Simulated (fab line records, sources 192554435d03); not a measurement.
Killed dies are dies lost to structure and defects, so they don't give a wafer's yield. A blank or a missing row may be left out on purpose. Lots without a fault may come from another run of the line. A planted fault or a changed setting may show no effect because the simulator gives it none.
Which tool did it? | flow n5_finfet | 12 lots, 36 wafers sampled, at 1 step of a route of 1938

WHAT THE GAUGES READ, wafer by wafer
N5_BEOL_M15_THK_MEAS_50: measures by xrf.
lot  | measured     | on            | M15_THK (nm)
L076 | day 11 17:59 | film_metro-01 | 850 852 849
L077 | day 12 04:41 | film_metro-02 | 861 862 868
L079 | day 12 14:34 | film_metro-02 | 846 847 845
L081 | day 13 11:56 | film_metro-02 | 853 850 847
L080 | day 13 23:26 | film_metro-01 | 844 858 854
L085 | day 14 07:27 | film_metro-01 | 857 864 865
L086 | day 14 12:26 | film_metro-02 | 855 827 833
L091 | day 15 13:46 | film_metro-02 | 840 845 844
L090 | day 15 21:13 | film_metro-01 | 876 848 873
L092 | day 16 04:00 | film_metro-02 | 840 847 842
L095 | day 16 20:34 | film_metro-02 | 856 823 856
L097 | day 17 01:59 | film_metro-01 | 844 847 856

WHICH TOOL RAN EACH LOT (tool, then ch and the chambers of the sampled wafers, then the start)
The record holds no process step before these readings.

THE ANSWER, worked out from the rows above alone
Rule: what is usual is taken from the lots themselves. Put in order of their means at a reading, lots are off if they are a third of the lots or fewer, leave a main group of 4 or more, and stand apart from it by a gap of 3 or more times the standard deviation of the main group's means; of several such gaps the widest counts. A main group whose means are all the same, to the digits that the tables above print for the reading, isn't used. A lot without any number at a reading at which 4 lots or more have one is off too. The other lots that the step has rows for count as sound.
No lot is off at any reading shown: from this, nothing can be told.

WHAT THE SIMULATOR HAD PUT IN
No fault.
